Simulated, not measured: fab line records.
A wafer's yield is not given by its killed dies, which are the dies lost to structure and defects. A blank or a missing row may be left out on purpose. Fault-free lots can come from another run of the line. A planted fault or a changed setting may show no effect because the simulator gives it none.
Matching of chambers :: flow n5_finfet :: N5_HKMG_FIN_ALD_79 on ald_metal-02: 4 sister chambers
The step deposits TiN, target thk 1.5 nm, pulse time 1 s, purge time 3 s. 4 wafers are shown with their chamber, then 10 later ones without.

== EACH WAFER AND ITS CHAMBER ==
wafer: L090.2
chamber: 3
heater_power_w (W): 867

wafer: L090.5
chamber: 0
heater_power_w (W): 994

wafer: L091.2
chamber: 1
heater_power_w (W): 701

wafer: L091.5
chamber: 2
heater_power_w (W): 921

== WAFERS MISSING THEIR CHAMBER ==
wafer: L091.6
heater_power_w (W): 840

wafer: L092.2
heater_power_w (W): 887

wafer: L092.4
heater_power_w (W): 937

wafer: L092.5
heater_power_w (W): 915

wafer: L095.2
heater_power_w (W): 895

wafer: L095.4
heater_power_w (W): 704

wafer: L095.5
heater_power_w (W): 849

wafer: L096.1
heater_power_w (W): 859

wafer: L096.4
heater_power_w (W): 694

wafer: L096.6
heater_power_w (W): 836

== WHICH CHAMBER EACH WENT THROUGH ==
wafer: L091.6
from the rows above: 3
in truth: 3

wafer: L092.2
from the rows above: can't be placed: 3 or 2
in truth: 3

wafer: L092.4
from the rows above: 2
in truth: 2

wafer: L092.5
from the rows above: 2
in truth: 2

wafer: L095.2
from the rows above: can't be placed: 2 or 3
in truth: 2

wafer: L095.4
from the rows above: 1
in truth: 1

wafer: L095.5
from the rows above: 3
in truth: 3

wafer: L096.1
from the rows above: 3
in truth: 3

wafer: L096.4
from the rows above: 1
in truth: 1

wafer: L096.6
from the rows above: 3
in truth: 3
Placed correctly: 8 of 10. From these rows, 2 cannot be placed; in 2 the true chamber is one of the candidates. 0 placed wrongly.
How it was worked out, from the rows above alone: a wafer's distance from a chamber is the root of the sum, over the readings, of the square of ((its reading less the chamber's mean) divided by the reading's scatter). The wafer belongs to the nearest chamber; if the next one is less than 2 further off, it can't be placed. Each chamber's mean is taken over the wafers shown for it. The scatter: with one shown wafer a chamber, the root of the mean of the squares of how far each hidden wafer lies from its nearest shown one.
